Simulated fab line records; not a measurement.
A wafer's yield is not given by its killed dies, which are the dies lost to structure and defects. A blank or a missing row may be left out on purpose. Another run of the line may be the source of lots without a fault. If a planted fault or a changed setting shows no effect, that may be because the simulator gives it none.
Matching of chambers :: flow n5 finfet :: N5_DUMMY_GATE_ETCH_42 on rie diel-03 has 4 sister chambers
The step etches SiO2 in CHF3/O2, target depth 3.5 nm, time 31 s. 4 wafers are shown with their chamber, then 12 later ones without.

== EACH WAFER AND ITS CHAMBER ==
wafer: L086.1
chamber: 1
showerhead plenum p Torr (Torr): 2.46

wafer: L086.3
chamber: 2
showerhead plenum p Torr (Torr): 2.54

wafer: L087.1
chamber: 3
showerhead plenum p Torr (Torr): 2.35

wafer: L087.5
chamber: 0
showerhead plenum p Torr (Torr): 2.29

== WAFERS WITHOUT THEIR CHAMBER ==
wafer: L091.2
showerhead plenum p Torr (Torr): 2.35

wafer: L091.4
showerhead plenum p Torr (Torr): 2.29

wafer: L091.5
showerhead plenum p Torr (Torr): 2.35

wafer: L092.2
showerhead plenum p Torr (Torr): 2.46

wafer: L092.3
showerhead plenum p Torr (Torr): 2.29

wafer: L092.5
showerhead plenum p Torr (Torr): 2.35

wafer: L094.2
showerhead plenum p Torr (Torr): 2.29

wafer: L094.3
showerhead plenum p Torr (Torr): 2.35

wafer: L094.5
showerhead plenum p Torr (Torr): 2.29

wafer: L096.3
showerhead plenum p Torr (Torr): 2.29

wafer: L096.4
showerhead plenum p Torr (Torr): 2.45

wafer: L096.5
showerhead plenum p Torr (Torr): 2.45

== CHAMBER TAKEN BY EACH ==
wafer: L091.2
from the rows above: 3
in truth: 3

wafer: L091.4
from the rows above: 0
in truth: 0

wafer: L091.5
from the rows above: 3
in truth: 3

wafer: L092.2
from the rows above: 1
in truth: 1

wafer: L092.3
from the rows above: 0
in truth: 0

wafer: L092.5
from the rows above: 3
in truth: 3

wafer: L094.2
from the rows above: 0
in truth: 0

wafer: L094.3
from the rows above: 3
in truth: 3

wafer: L094.5
from the rows above: 0
in truth: 0

wafer: L096.3
from the rows above: 0
in truth: 0

wafer: L096.4
from the rows above: 1
in truth: 1

wafer: L096.5
from the rows above: 1
in truth: 1
Placed correctly: 12 of 12. Left unplaced by these rows: 0. 0 placed wrongly.
How it was worked out, from the rows above alone: a wafer's distance from a chamber is the root of the sum, over the readings, of the square of ((its reading less the chamber's mean) divided by the reading's scatter). The wafer belongs to the nearest chamber; if the next one is less than 2 further off, it can't be placed. For every chamber, the mean is computed from those of its wafers that are shown. The scatter: root of mean squared gap, hidden wafer to nearest shown wafer, with one shown wafer a chamber.
